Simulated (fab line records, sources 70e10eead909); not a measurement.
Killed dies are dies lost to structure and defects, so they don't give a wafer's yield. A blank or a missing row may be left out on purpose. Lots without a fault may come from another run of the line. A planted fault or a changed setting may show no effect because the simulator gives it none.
Chamber matching | flow nand_harc | NHARC_P_CONTACT_ALD_22 on ald_metal-03: 4 sister chambers
The step deposits TiN, target thk 3 nm, pulse time 1 s, ald cycles 150. 8 wafers are shown with their chamber, then 9 later ones without.

WAFERS WITH THEIR CHAMBER
wafer  | chamber | heater_power_w (W) | precursor_pulse_height_rel
L077.5 | 2       | 1134               | 0.982
L080.6 | 1       | 822                | 1.009
L085.1 | 0       | 984                | 1.000
L087.4 | 1       | 754                | 1.025
L087.5 | 0       | 985                | 1.002
L088.1 | 3       | 1007               | 1.023
L088.5 | 3       | 961                | 0.988
L088.6 | 2       | 1098               | 1.001

WAFERS WITHOUT THEIR CHAMBER
wafer  | heater_power_w (W) | precursor_pulse_height_rel
L092.1 | 992                | 0.987
L092.2 | 1007               | 1.029
L092.4 | 769                | 0.992
L096.4 | 1013               | 0.999
L096.5 | 1012               | 1.037
L096.6 | 1060               | 0.988
L097.1 | 820                | 0.976
L097.4 | 1044               | 0.993
L097.6 | 766                | 1.048

WHICH CHAMBER EACH WENT THROUGH
wafer  | from the rows above          | in truth
L092.1 | can't be placed: 0 or 3      | 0
L092.2 | can't be placed: 3 or 0      | 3
L092.4 | 1                            | 1
L096.4 | can't be placed: 0 or 3      | 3
L096.5 | can't be placed: 3 or 0      | 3
L096.6 | can't be placed: 2 or 0 or 3 | 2
L097.1 | 1                            | 1
L097.4 | can't be placed: 0 or 3 or 2 | 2
L097.6 | 1                            | 1
Placed correctly: 3 of 9. Can't be placed from these rows: 6 (the true chamber is among the candidates in 6). Placed wrongly: 0.
How it was worked out, from the rows above alone: a wafer's distance from a chamber is the root of the sum, over the readings, of the square of ((its reading less the chamber's mean) divided by the reading's scatter). The wafer belongs to the nearest chamber; if the next one is less than 2 further off, it can't be placed. A chamber's mean is the mean of its shown wafers. The scatter: the root of (the sum of the squares of (reading less its chamber's mean) over the shown wafers, divided by (wafers less chambers)).
